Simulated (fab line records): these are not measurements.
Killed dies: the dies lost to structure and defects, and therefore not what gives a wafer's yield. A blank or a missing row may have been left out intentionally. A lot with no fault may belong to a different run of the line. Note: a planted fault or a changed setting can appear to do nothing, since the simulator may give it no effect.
Chamber matching    flow n5 finfet    N5_BEOL_M7_VIA_ETCH_34 on rie diel-02: 4 sister chambers
The step etches SiCOH lowk in C4F6/O2, target depth 125.5 nm, time 50.5 s. 4 wafers are shown with their chamber, then 8 later ones without.

== WAFERS WITH THEIR CHAMBER ==
wafer   chamber  rf vpp V (V)
L085.1  3        643
L087.1  0        659
L087.2  2        679
L093.2  1        716

== WAFERS MISSING THEIR CHAMBER ==
wafer   rf vpp V (V)
L093.3  643
L093.5  717
L095.1  716
L095.2  659
L095.5  642
L096.2  657
L096.4  716
L096.6  680

== WHICH CHAMBER EACH ONE RAN IN ==
wafer   from the rows above  in truth
L093.3  3                    3
L093.5  1                    1
L095.1  1                    1
L095.2  0                    0
L095.5  3                    3
L096.2  0                    0
L096.4  1                    1
L096.6  2                    2
Correct placement for 8 of the 8. Left unplaced by these rows: 0. 0 placed wrongly.
How it was worked out, from the rows above alone: a wafer's distance from a chamber is the root of the sum, over the readings, of the square of ((its reading less the chamber's mean) divided by the reading's scatter). If the next closest chamber is less than 2 further off than the closest, the wafer can't be placed; otherwise it belongs to the closest. A chamber's mean is the mean of its shown wafers. The scatter (one wafer shown for each chamber): square how far every hidden wafer sits from the nearest shown wafer, average those squares and take the square root.
